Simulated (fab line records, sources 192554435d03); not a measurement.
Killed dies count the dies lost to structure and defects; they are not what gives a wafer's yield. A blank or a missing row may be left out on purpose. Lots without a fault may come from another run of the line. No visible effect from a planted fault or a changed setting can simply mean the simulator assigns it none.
A struck lot beside a sound one :: flow n5_finfet :: 34 steps out of a route of 1938
Sound: the wafers L747.2, L747.3, L747.6. Struck: wafer L752.2. (L752.6 of the same lot was not struck and is left out.) The cause comes at the end.
Each step with rows lists, per side, the tool, then ch with its chambers, then its first start. Under that, the readings that differ: sound wafers :: struck wafers :: difference of the means :: sigmas: that difference in standard deviations of wafers without a fault.
alike: a reading whose means differ by less than 2 such deviations, as well as words and numbers matching on both sides. not compared: withheld readings; readings where some wafer has no value; bounds like >300 that might hide an equal value; numbers whose values overlap and for which the record gives no deviation.
The two part at a step that has a row with sigmas, a row that says differs or no value, or rows on one side only. Numbers that don't overlap but have no deviation are shown without sigmas and don't part them. A reading that every wafer of one side lacks parts them only if that side has two wafers or more.

N5_START_INSPECT_01: inspects for defects (unpatterned scan).
  sound on defect_inspect-01, day 2 12:02; struck on defect_inspect-02, day 3 18:02
  alike: raw_defect_count
then, 2 steps without rows for these wafers: N5_ZERO_LAYER_PRECLEAN_00 (cleans in SPM, time 600 s); N5_ZERO_LAYER_SRD_01 (time 30 s, dry time 30 s).
N5_ZERO_LAYER_PECVD_02: deposits SiO2 from SiH4/N2O, target thk 10 nm, time 6 s.
  sound on pecvd-04 ch 0,1,2, day 2 12:17; struck on pecvd-02 ch 2, day 3 18:17
reading: model.SiO2_of_ZERO_LAYER_PECVD_02.thk_nm (nm)
sound: 9.98 9.96 9.981
struck: 19.02
difference: +9.05
sigmas: 
  alike: heater_power_w, showerhead_plenum_p_Torr
then, 8 steps without rows for these wafers: N5_ZERO_LAYER_HMDS_04 (time 60 s); N5_ZERO_LAYER_COAT_05 (resist thk 1000 nm); N5_ZERO_LAYER_EBR_07; N5_ZERO_LAYER_SOFTBAKE_06 (time 90 s); N5_ZERO_LAYER_EXPOSE_08 (exposes mask ZERO, defocus 0 nm, target cd 2000 nm); N5_ZERO_LAYER_PEB_09; N5_ZERO_LAYER_DEVELOP_10 (develop time 60 s); N5_ZERO_LAYER_HARDBAKE_23 (time 120 s).
N5_ZERO_LAYER_CD_MEAS_11: target cd 2000 nm.
  sound on cd_sem-01 ch 0, day 2 12:39; struck on cd_sem-01 ch 0, day 3 18:38
  alike: cd_nm
N5_ZERO_LAYER_DESCUM_16: chemistry O2, time 7.9 s.
  sound on rie_diel-03 ch 0,3, day 2 13:06; struck on rie_diel-01 ch 1, day 3 18:41
reading: bias_power_w (W)
sound: 19.91 20.02 19.94
struck: 20.09
difference: +0.13
sigmas: +2
  alike: chamber_pressure_mTorr, drypump_motor_current_A, oes_product_au, rf_vpp_V, showerhead_plenum_p_Torr, throttle_valve_pct
  not compared: rf_hours_counter_h
N5_ZERO_LAYER_ETCH_17: etches SiO2 in CF4, target depth 12 nm, time 13.3 s.
  sound on rie_diel-03 ch 0,3, day 2 13:08; struck on rie_diel-01 ch 1, day 3 18:43
  alike: chamber_pressure_mTorr, drypump_motor_current_A, oes_product_au, rf_vpp_V, showerhead_plenum_p_Torr, throttle_valve_pct
  not compared: rf_hours_counter_h
N5_ZERO_LAYER_ETCH_18: etches Si in HBr/Cl2, target depth 120 nm, time 40 s.
  sound on rie_si-06 ch 0,2,3, day 2 13:13; struck on rie_si-05 ch 1, day 3 18:47
  alike: chamber_pressure_mTorr, drypump_motor_current_A, oes_product_au, throttle_valve_pct
  not compared: rf_hours_counter_h
N5_ZERO_LAYER_STRIP_24: strips in O2.
  sound on plasma_asher-01 ch 0,1, day 2 13:19; struck on plasma_asher-01 ch 1, day 3 19:03
  alike: chamber_pressure_mTorr, drypump_motor_current_A, heater_power_w, oes_product_au, strip_time_to_endpoint_s
  not compared: rf_hours_counter_h
then, 1 step without rows for these wafers: N5_ZERO_LAYER_STRIP_19 (strips in SPM, time 900 s).
N5_ZERO_LAYER_INSPECT_20: inspects for defects (darkfield).
  sound on defect_inspect-01, day 2 13:41; struck on defect_inspect-01, day 3 19:25
  alike: raw_defect_count
then, 8 steps without rows for these wafers: N5_WELL_APT_HMDS_01 (time 60 s); N5_WELL_APT_COAT_02 (resist thk 950 nm); N5_WELL_APT_EBR_04; N5_WELL_APT_SOFTBAKE_03 (time 60 s); N5_WELL_APT_EXPOSE_05 (exposes mask NWELL, defocus 0 nm, target cd 200 nm); N5_WELL_APT_PEB_06 (peb time 90 s); N5_WELL_APT_DEVELOP_07 (develop time 45 s); N5_WELL_APT_HARDBAKE_12 (time 120 s).
N5_WELL_APT_CD_MEAS_08: target cd 200 nm.
  sound on cd_sem-02 ch 0, day 2 13:59; struck on cd_sem-03 ch 0, day 3 19:50
reading: cd_nm (nm)
sound: 200.8 202.6 202.0
struck: 198.2
difference: -3.6
sigmas: -3
N5_WELL_APT_OVL_MEAS_09:
  sound on overlay-02 ch 0, day 2 14:01; struck on overlay-02 ch 0, day 3 19:52
  alike: NWELL_OVL
N5_WELL_APT_INSPECT_10: inspects for defects (macro).
  sound on defect_inspect-01, day 2 14:02; struck on defect_inspect-02, day 3 19:53
  alike: raw_defect_count
N5_WELL_APT_DESCUM_13: chemistry O2, time 7.9 s.
  sound on rie_diel-05 ch 0,2,3, day 2 14:04; struck on rie_diel-06 ch 1, day 3 20:22
reading: oes_product_au (a.u.)
sound: 0.71 0.72 0.70
struck: 0.93
difference: +0.22
sigmas: +3
  alike: bias_power_w, chamber_pressure_mTorr, drypump_motor_current_A, rf_vpp_V, showerhead_plenum_p_Torr, throttle_valve_pct
  not compared: rf_hours_counter_h
then, 2 steps without rows for these wafers: N5_WELL_APT_IMPLANT_14; N5_WELL_APT_IMPLANT_15.
-- here the record skips 6 days between the struck wafers' starts before and after, leaving off in module WELL_APT and picking up in module BEOL_M4 (first step shown: number 1111 of the route) --
N5_BEOL_M4_RC_MEAS_101:
  sound on prober-02 ch 0, day 8 21:13; struck on prober-02 ch 0, day 10 06:39
reading: CJ_N
sound: 4.46 4.32 4.39
struck: 4.83
difference: +0.44
sigmas: +5

reading: CJ_P
sound: 5.73 5.85 5.57
struck: 4.52
difference: -1.20
sigmas: -9

reading: RS_PWELL (ohm/sq)
sound: 3031 3012 3016
struck: 3130
difference: +110
sigmas: +5
  alike: DIBL_N, DIBL_P, IOFF_N, IOFF_P, ION_N, ION_P, RS_NWELL, SS_N, SS_P, VT_N, VT_P

## WHERE THEY PART
First at N5_ZERO_LAYER_DESCUM_16; last, within this record, at N5_BEOL_M4_RC_MEAS_101.

WHY: the cause the simulator had injected
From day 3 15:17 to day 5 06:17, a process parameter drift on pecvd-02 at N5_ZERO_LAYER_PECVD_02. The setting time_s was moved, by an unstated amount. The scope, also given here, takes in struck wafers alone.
